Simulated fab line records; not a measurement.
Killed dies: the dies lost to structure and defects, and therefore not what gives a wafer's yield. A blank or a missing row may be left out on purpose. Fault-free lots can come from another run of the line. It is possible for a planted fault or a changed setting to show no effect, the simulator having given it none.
Chamber matching / flow n5_finfet / N5_FIN_CUT_ETCH_20 on rie_diel-04: 4 sister chambers
The step etches SiARC in CF4, target depth 26 nm, time 43.3 s. 8 wafers are shown with their chamber, then 8 later ones without.

== WAFERS WITH THEIR CHAMBER ==
wafer=L078.2; chamber=0; showerhead_plenum_p_Torr (Torr)=2.12; drypump_motor_current_A (A)=5.8
wafer=L079.4; chamber=0; showerhead_plenum_p_Torr (Torr)=2.12; drypump_motor_current_A (A)=5.8
wafer=L081.2; chamber=3; showerhead_plenum_p_Torr (Torr)=2.11; drypump_motor_current_A (A)=5.7
wafer=L081.6; chamber=2; showerhead_plenum_p_Torr (Torr)=2.23; drypump_motor_current_A (A)=5.3
wafer=L084.1; chamber=3; showerhead_plenum_p_Torr (Torr)=2.10; drypump_motor_current_A (A)=5.7
wafer=L084.3; chamber=2; showerhead_plenum_p_Torr (Torr)=2.23; drypump_motor_current_A (A)=5.2
wafer=L084.4; chamber=1; showerhead_plenum_p_Torr (Torr)=2.04; drypump_motor_current_A (A)=6.3
wafer=L093.2; chamber=1; showerhead_plenum_p_Torr (Torr)=2.04; drypump_motor_current_A (A)=6.3

== WAFERS WITHOUT THEIR CHAMBER ==
wafer=L093.4; showerhead_plenum_p_Torr (Torr)=2.10; drypump_motor_current_A (A)=5.7
wafer=L093.6; showerhead_plenum_p_Torr (Torr)=2.23; drypump_motor_current_A (A)=5.2
wafer=L095.2; showerhead_plenum_p_Torr (Torr)=2.04; drypump_motor_current_A (A)=6.2
wafer=L095.5; showerhead_plenum_p_Torr (Torr)=2.23; drypump_motor_current_A (A)=5.2
wafer=L095.6; showerhead_plenum_p_Torr (Torr)=2.11; drypump_motor_current_A (A)=5.8
wafer=L097.1; showerhead_plenum_p_Torr (Torr)=2.10; drypump_motor_current_A (A)=5.7
wafer=L097.5; showerhead_plenum_p_Torr (Torr)=2.22; drypump_motor_current_A (A)=5.2
wafer=L097.6; showerhead_plenum_p_Torr (Torr)=2.10; drypump_motor_current_A (A)=5.7

== WHICH CHAMBER EACH ONE RAN IN ==
wafer=L093.4; from the rows above=3; in truth=3
wafer=L093.6; from the rows above=2; in truth=2
wafer=L095.2; from the rows above=1; in truth=1
wafer=L095.5; from the rows above=2; in truth=2
wafer=L095.6; from the rows above=can't be placed: 0 or 3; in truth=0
wafer=L097.1; from the rows above=3; in truth=3
wafer=L097.5; from the rows above=2; in truth=2
wafer=L097.6; from the rows above=3; in truth=3
Correct placement for 7 of the 8. Not placeable from these rows: 1 (in 1, the candidates include the true chamber). Wrongly placed: 0.
How it was worked out, from the rows above alone: a wafer's distance from a chamber is the root of the sum, over the readings, of the square of ((its reading less the chamber's mean) divided by the reading's scatter). The wafer belongs to the nearest chamber; if the next one is less than 2 further off, it can't be placed. The mean given for a chamber averages the wafers shown for that chamber. The scatter: the root of (the sum of the squares of (reading less its chamber's mean) over the shown wafers, divided by (wafers less chambers)).
